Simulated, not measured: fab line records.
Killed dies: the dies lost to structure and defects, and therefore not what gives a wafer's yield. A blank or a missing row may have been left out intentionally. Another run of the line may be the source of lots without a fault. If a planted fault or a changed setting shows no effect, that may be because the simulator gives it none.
One fault through the eyes of 2 desks / flow n5Finfet / numbers are kept per desk, each desk with only its own; the story behind them comes last

## FOR THE TOOL OWNER'S DESK: arfiScanner-02
The tool's own readings at N5_BEOL_M9_EXPOSE_08 (exposes mask M9): means of the sampled wafers that have a number, for each lot that ran on this tool. Any lot whose mean is over 4 standard deviations away from the usual mean is out of limits and marked OUT; that distance is given in the brackets.
Columns: A = exposureDoseMJCm2 at N5_BEOL_M9_EXPOSE_08, usual 53.72
lot=L225; first seen here=day 10 10:41; A=53.80
lot=L226; first seen here=day 11 00:51; A=52.82 (-17) OUT
lot=L234; first seen here=day 13 05:08; A=52.93 (-15) OUT
This desk's finding: out of limits on L226, L234; first on L226, day 11 00:51 (exposureDoseMJCm2 at N5_BEOL_M9_EXPOSE_08). L225 stayed within limits.

## AT THE METROLOGY DESK
What the gauges read, lot by lot, whatever tool the lot ran on: means of the sampled wafers that have a number. Any lot whose mean is over 4 standard deviations away from the usual mean is out of limits and marked OUT; that distance is given in the brackets.
Columns: A = M9_ILD_THK at N5_BEOL_M9_THK_MEAS_01, usual 269 nm
lot=L223; first seen here=day 9 12:36; A=267
lot=L224; first seen here=day 9 23:23; A=271
lot=L225; first seen here=day 10 08:58; A=271
lot=L226; first seen here=day 11 00:31; A=271
lot=L234; first seen here=day 13 03:16; A=270
lot=L238; first seen here=day 13 22:08; A=268
lot=L239; first seen here=day 13 22:58; A=273
lot=L241; first seen here=day 14 04:46; A=267
lot=L243; first seen here=day 14 18:34; A=270
lot=L244; first seen here=day 15 08:26; A=268
lot=L246; first seen here=day 15 17:14; A=270
Result from this desk: across the 11 lots, nothing is out of limits.

## PUT TOGETHER
At day 11 00:51, on L226, L234, the tool owner's desk was in a position to raise an alarm.
From the metrology desk's view, nothing was out of limits.
The metrology desk has L226, L234 on record, within its limits.
N5_BEOL_M9_EXPOSE_08 was run on arfiScanner-02 by each of the lots named.

## WHAT WAS PUT IN BY THE SIMULATOR
Drift in process parameters on arfiScanner-02 at N5_BEOL_M9_EXPOSE_08, starting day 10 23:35. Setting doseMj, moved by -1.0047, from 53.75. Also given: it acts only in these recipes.
Shown lots that were struck: L226, L234.
Time in hours from fault onset to the first out-of-limits reading at each desk: the tool owner's desk, 1.
